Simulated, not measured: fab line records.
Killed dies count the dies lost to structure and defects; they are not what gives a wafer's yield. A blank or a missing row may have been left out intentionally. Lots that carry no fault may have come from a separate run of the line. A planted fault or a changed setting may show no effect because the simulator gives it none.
The tool behind it: which one? -- flow nand-harc -- 12 lots, 36 wafers sampled, at 6 steps of a route of 1302

WHAT THE GAUGES SHOWED, per wafer
NHARC_A_CONTACT_OVL_MEAS_70.
lot,measured,on,overlay-x-nm (nm)
L075,day 22 20:31,overlay-01,1.4 1.7 1.0
L076,day 23 08:55,overlay-01,0.4 0.6 1.0
L079,day 24 01:55,overlay-02,-0.9 -0.5 -0.3
L082,day 25 00:37,overlay-02,-0.8 -0.7 -0.7
L084,day 25 17:45,overlay-02,-0.5 -0.9 -0.7
L086,day 26 14:05,overlay-01,-1.3 -1.3 -1.7
L085,day 26 23:41,overlay-01,-0.6 -0.4 -0.3
L089,day 27 13:50,overlay-01,1.4 1.2 1.8
L091,day 28 21:28,overlay-01,0.4 0.1 0.6
L093,day 30 06:16,overlay-01,1.0 0.8 0.4
L094,day 30 13:04,overlay-02,-0.2 -0.5 -0.6
L097,day 31 00:57,overlay-01,-0.8 -0.1 -0.7

TOOL THAT RAN EACH LOT (tool first, then ch and the chambers of the sampled wafers, then the start)
lot,NHARC_A_CONTACT_ETCH_48,NHARC_A_CONTACT_ETCH_50,NHARC_A_CONTACT_ETCH_111,NHARC_A_CONTACT_ETCH_112,NHARC_A_CONTACT_STRIP_55
L075,"rie-diel-05 ch 1,2,3, day 22 10:32","rie-diel-05 ch 1,2,3, day 22 12:16 or earlier","har-cap-etch-01 ch 0,1, day 22 12:16","har-cap-etch-01 ch 0,1, day 22 12:28","rie-diel-05 ch 1,2, day 22 20:31 or earlier"
L076,"rie-diel-03 ch 1,2,3, day 22 20:04","rie-diel-03 ch 1,2,3, day 22 21:47 or earlier","har-cap-etch-03 ch 0,1, day 22 21:47","har-cap-etch-03 ch 0,1, day 22 21:59","rie-diel-03 ch 0,1,2, day 23 08:55 or earlier"
L079,"rie-diel-05 ch 0,3, day 23 15:46","rie-diel-05 ch 2,3, day 23 17:31 or earlier","har-cap-etch-02 ch 0,1, day 23 17:31","har-cap-etch-02 ch 0,1, day 23 17:43","rie-diel-05 ch 0,1,3, day 24 01:55 or earlier"
L082,"rie-diel-05 ch 1,2,3, day 24 14:39","rie-diel-05 ch 0,1,3, day 24 16:23 or earlier","har-cap-etch-01 ch 0,1, day 24 16:23","har-cap-etch-01 ch 0,1, day 24 16:35","rie-diel-05 ch 0,1,2, day 25 00:37 or earlier"
L084,"rie-diel-05 ch 0,3, day 25 07:14","rie-diel-05 ch 0,2,3, day 25 09:23 or earlier","har-cap-etch-02 ch 0,1, day 25 09:23","har-cap-etch-02 ch 0,1, day 25 09:35","rie-diel-05 ch 0,2,3, day 25 17:45 or earlier"
L086,"rie-diel-05 ch 2,3, day 26 03:49","rie-diel-05 ch 0,3, day 26 05:33 or earlier","har-cap-etch-03 ch 0,1, day 26 05:33","har-cap-etch-03 ch 0,1, day 26 05:45","rie-diel-10 ch 0,2,3, day 26 14:05 or earlier"
L085,"rie-diel-03 ch 0,2,3, day 26 10:49","rie-diel-03 ch 2,3, day 26 12:43 or earlier","har-cap-etch-03 ch 0,1, day 26 12:43","har-cap-etch-03 ch 0,1, day 26 12:55","rie-diel-05 ch 1,2, day 26 23:41 or earlier"
L089,"rie-diel-10 ch 0,1,3, day 27 02:46","rie-diel-10 ch 0,2,3, day 27 04:29 or earlier","har-cap-etch-03 ch 0,1, day 27 04:29","har-cap-etch-03 ch 0,1, day 27 04:41","rie-diel-03 ch 1,2,3, day 27 13:50 or earlier"
L091,"rie-diel-05 ch 0,1,2, day 28 09:43","rie-diel-05 ch 0,1, day 28 11:26 or earlier","har-cap-etch-03 ch 0,1, day 28 11:26","har-cap-etch-03 ch 0,1, day 28 11:38","rie-diel-10 ch 0,2,3, day 28 21:28 or earlier"
L093,"rie-diel-05 ch 0,1,2, day 29 20:09","rie-diel-05 ch 0,1,3, day 29 22:02 or earlier","har-cap-etch-01 ch 0,1, day 29 22:02","har-cap-etch-01 ch 0,1, day 29 22:14","rie-diel-03 ch 1,2,3, day 30 06:16 or earlier"
L094,"rie-diel-10 ch 2,3, day 30 02:13","rie-diel-10 ch 2,3, day 30 03:59 or earlier","har-cap-etch-03 ch 0,1, day 30 03:59","har-cap-etch-03 ch 0,1, day 30 04:11","rie-diel-10 ch 0,3, day 30 13:04 or earlier"
L097,"rie-diel-05 ch 0,2, day 30 14:41","rie-diel-05 ch 1,2,3, day 30 16:27 or earlier","har-cap-etch-01 ch 0,1, day 30 16:27","har-cap-etch-01 ch 0,1, day 30 16:39","rie-diel-05 ch 1,3, day 31 00:57 or earlier"
- NHARC_A_CONTACT_ETCH_48: etches the open film in CF4, target depth 39 nm, time 65 s.
- NHARC_A_CONTACT_ETCH_50: etches the open film in CF4/CHF3, target depth 121 nm, time 60.5 s.
- NHARC_A_CONTACT_ETCH_111: etches the open film in C4F8/O2/Ar, time 140 s, target depth 700 nm.
- NHARC_A_CONTACT_ETCH_112: etches the open film in C4F8/O2/Ar, time 190 s, target depth 1850 nm.
- NHARC_A_CONTACT_STRIP_55: strips in O2.

THE ANSWER, worked out from the rows above alone
Rule: the usual values come from the lots themselves. The widest of any qualifying gaps counts: lots, ordered by their means at a reading, are off when they make up no more than a third of the lots, leave a main group of 4 or more, and stand apart from it by 3 or more times the standard deviation of that group's means. A main group whose means are all the same, to the digits that the tables above print for the reading, isn't used. Also off: a lot with no number at a reading for which 4 or more lots have one. Any other lot the step has rows for is counted as sound.
No lot is off on any of the readings shown, so nothing can be concluded from this.

WHAT HAD BEEN PUT IN BY THE SIMULATOR
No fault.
